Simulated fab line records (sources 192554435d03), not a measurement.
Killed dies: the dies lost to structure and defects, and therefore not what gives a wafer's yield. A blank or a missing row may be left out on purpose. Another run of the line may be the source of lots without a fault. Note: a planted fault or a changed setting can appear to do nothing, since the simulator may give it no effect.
Matching of chambers	flow n5_finfet	N5_BEOL_M4_DESCUM_16 on rie_diel-05: 4 sister chambers
The step chemistry O2, time 7 s. 4 wafers are shown with their chamber, then 7 later ones without.

## WAFERS, EACH WITH ITS CHAMBER
wafer	chamber	showerhead_plenum_p_Torr (Torr)
L084.2	0	2.04
L084.5	3	2.15
L085.2	1	2.11
L085.4	2	2.23

## WAFERS WITHOUT THEIR CHAMBER
wafer	showerhead_plenum_p_Torr (Torr)
L085.6	2.23
L092.2	2.22
L092.3	2.03
L092.5	2.22
L095.2	2.03
L095.3	2.10
L095.4	2.22

## THE CHAMBER EACH PASSED THROUGH
wafer	from the rows above	in truth
L085.6	2	2
L092.2	2	2
L092.3	0	0
L092.5	2	2
L095.2	0	0
L095.3	1	1
L095.4	2	2
Correctly placed: 7 of 7. From these rows, 0 cannot be placed. 0 placed wrongly.
How it was worked out, from the rows above alone: a wafer's distance from a chamber is the root of the sum, over the readings, of the square of ((its reading less the chamber's mean) divided by the reading's scatter). If the next closest chamber is less than 2 further off than the closest, the wafer can't be placed; otherwise it belongs to the closest. A chamber's mean is the mean of its shown wafers. The scatter: with one shown wafer a chamber, the root of the mean of the squares of how far each hidden wafer lies from its nearest shown one.
